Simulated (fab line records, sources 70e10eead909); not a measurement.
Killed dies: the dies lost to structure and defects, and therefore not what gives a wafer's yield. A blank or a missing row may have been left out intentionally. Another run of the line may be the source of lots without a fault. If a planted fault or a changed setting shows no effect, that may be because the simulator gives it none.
A lot that was struck, set against a sound lot -- flow nand harc -- 13 steps out of a route of 1302
Sound: these wafers, L294.1, L294.4, L294.5. The struck wafers were L305.1, L305.2, L305.4. The cause comes at the end.
Order at every step that has rows: each side's tool, ch and its chambers, its first start. Under that, the readings that differ: sound wafers -- struck wafers -- difference of the means -- sigmas: that difference in standard deviations of wafers without a fault.
alike: readings with means less than 2 such deviations apart, plus words and numbers identical on both sides. not compared: withheld readings, readings lacking a value on some wafer, bounds such as >300 that could conceal the same value, and numbers that have no deviation in the record and whose values overlap.
A row with sigmas, a row that says differs or no value, or rows on one side alone: a step with any of these is where the two part. When numbers do not overlap yet have no deviation, they are printed without sigmas and do not part them. A reading missing from all wafers of one side parts the sides only when that side holds two or more wafers.

NHARC_P_M0_DEGAS_28: time 60 s.
  sound: pvd sputter-02 at day 8 21:29; struck: pvd sputter-01 at day 13 12:10
  alike: heater power w
then, 1 step without rows for these wafers: NHARC_P_M0_PRE_CLEAN_29 (time 30 s).
NHARC_P_M0_PVD_20: deposits TaN, target thk 5 nm, time 8.06 s.
  sound on pvd sputter-02; struck on pvd sputter-01
  alike: throttle valve pct
then, 2 steps without rows for these wafers: NHARC_P_M0_PVD_21 (deposits Cu, target thk 30 nm, time 20.49 s); NHARC_P_M0_ECD_22 (material Cu, target thk 400 nm).
NHARC_P_M0_ANNEAL_30: time 90 s.
  sound on rtp anneal-01 ch 0, day 8 22:14; struck on rtp anneal-02 ch 0, day 13 12:53
reading,sound,struck,difference,sigmas
wafer_temp_C_max,225.5 225.8 225.7,227.0 227.0 226.3,+1.1,+2
NHARC_P_M0_CMP_23: polishes, t overpolish 20 s, target thk 117.54 nm.
  sound on cmp-01 ch 0,1,3, day 8 22:36; struck on cmp-01 ch 1,2,3, day 13 13:14
  alike: motor current A, time to endpoint s
NHARC_P_M0_THK_MEAS_24: measures by xrf.
  sound: film metro-01 at day 8 22:53; struck: film metro-01 at day 13 13:33
  alike: thk nm
next, for these wafers, 1 step has no rows: NHARC_P_M0_SRD_25.
NHARC_P_M0_INSPECT_27:
  sound: defect inspect-01 at day 8 23:03; struck: defect inspect-02 at day 13 13:42
reading,sound,struck,difference,sigmas
raw defect count,505 370 509,236 230 105,-271,-2
NHARC_P_M0_PRE_CLEAN_31: time 12 s.
  sound on pecvd-04 ch 1,2, day 8 23:08; struck on pecvd-04 ch 0,2, day 13 13:46
  alike: heater power w
NHARC_P_M0_DEP_32: deposits SiCN, target thk 30 nm.
  sound on pecvd-04 ch 1,2, day 8 23:17; struck on pecvd-04 ch 0,2, day 13 13:51
  no value came back on the struck wafers for chamber pressure Torr (Torr), heater power outer w (W), heater power w (W); on the sound wafers chamber pressure Torr (Torr) reads 2.997 3.005 2.994
then, 1 step without rows for these wafers: NHARC_P_M1_DEP_00 (deposits SiOC, target thk 182.5 nm).

== WHERE THEY PART ==
At NHARC_P_M0_ANNEAL_30 first; at NHARC_P_M0_DEP_32 last (within this record only).

WHY: the cause the simulator had injected
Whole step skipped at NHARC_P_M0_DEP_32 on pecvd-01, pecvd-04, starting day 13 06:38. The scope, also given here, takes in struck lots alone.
